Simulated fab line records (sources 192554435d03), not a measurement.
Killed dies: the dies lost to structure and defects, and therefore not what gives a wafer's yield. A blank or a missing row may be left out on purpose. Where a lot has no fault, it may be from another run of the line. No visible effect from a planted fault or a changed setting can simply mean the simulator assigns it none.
Which of the tools did it? -- flow n5_finfet -- 10 lots with 30 wafers sampled at 3 steps, on a route of 1938 steps

== WHAT EACH GAUGE READ, for each wafer ==
N5_BEOL_M14_OVL_MEAS_29.
lot,measured,on,M14_OVL (nm)
L771,day 11 20:01,overlay-02,7 4 1
L772,day 11 20:43,overlay-01,-8 -10 0
L774,day 12 10:19,overlay-01,1 -3 10
L780,day 14 04:42,overlay-01,0 -4 2
L779,day 14 09:49,overlay-01,-4 6 -3
L781,day 14 10:33,overlay-02,-5 3 4
L785,day 15 21:38,overlay-02,7 -1 -2
L786,day 16 21:20,overlay-02,2 1 -5
L789,day 17 02:54,overlay-01,-5 -4 -6
L791,day 18 01:18,overlay-02,-3 -1 -7

== WHICH TOOL RAN EACH LOT (tool, then ch and the chambers of the sampled wafers, then the start) ==
lot,N5_BEOL_M14_VIA_ETCH_16,N5_BEOL_M14_STRIP_64
L771,"rie_diel-04 ch 0,1,2, day 11 19:19","rie_diel-04 ch 0,1,2, day 11 20:01 or earlier"
L772,"rie_diel-06 ch 1,2,3, day 11 19:53","rie_diel-06 ch 1,2,3, day 11 20:43 or earlier"
L774,"rie_diel-06 ch 0,1,2, day 12 09:36","rie_diel-06 ch 0,1,2, day 12 10:19 or earlier"
L780,"rie_diel-06 ch 0,2,3, day 14 04:00","rie_diel-06 ch 0,2,3, day 14 04:42 or earlier"
L779,"rie_diel-05 ch 0,2, day 14 08:59","rie_diel-05 ch 0,2, day 14 09:49 or earlier"
L781,"rie_diel-06 ch 2,3, day 14 09:34","rie_diel-06 ch 2,3, day 14 10:33 or earlier"
L785,"rie_diel-04 ch 0,2, day 15 20:48","rie_diel-04 ch 0,2, day 15 21:38 or earlier"
L786,"rie_diel-06 ch 0,1,2, day 16 20:30","rie_diel-06 ch 0,1,2, day 16 21:20 or earlier"
L789,"rie_diel-05 ch 0,1,2, day 17 02:11","rie_diel-05 ch 0,1,2, day 17 02:54 or earlier"
L791,"rie_diel-04 ch 0,1,3, day 17 21:00","rie_diel-04 ch 0,1,3, day 18 01:18 or earlier"
- N5_BEOL_M14_VIA_ETCH_16: etches SiO2 in C4F8/O2/Ar, target depth 1231.3 nm.
- N5_BEOL_M14_STRIP_64: strips in O2.

== THE ANSWER, worked out from the rows above alone ==
Rule: the lots themselves supply what counts as usual. The widest of any qualifying gaps counts: lots, ordered by their means at a reading, are off when they make up no more than a third of the lots, leave a main group of 4 or more, and stand apart from it by 3 or more times the standard deviation of that group's means. A main group whose means are all the same, to the digits that the tables above print for the reading, isn't used. Also off: a lot with no number at a reading for which 4 or more lots have one. Any other lot the step has rows for is counted as sound.
Nothing can be told from this: no lot is off at any reading shown.

== WHAT THE SIMULATOR HAD INSERTED ==
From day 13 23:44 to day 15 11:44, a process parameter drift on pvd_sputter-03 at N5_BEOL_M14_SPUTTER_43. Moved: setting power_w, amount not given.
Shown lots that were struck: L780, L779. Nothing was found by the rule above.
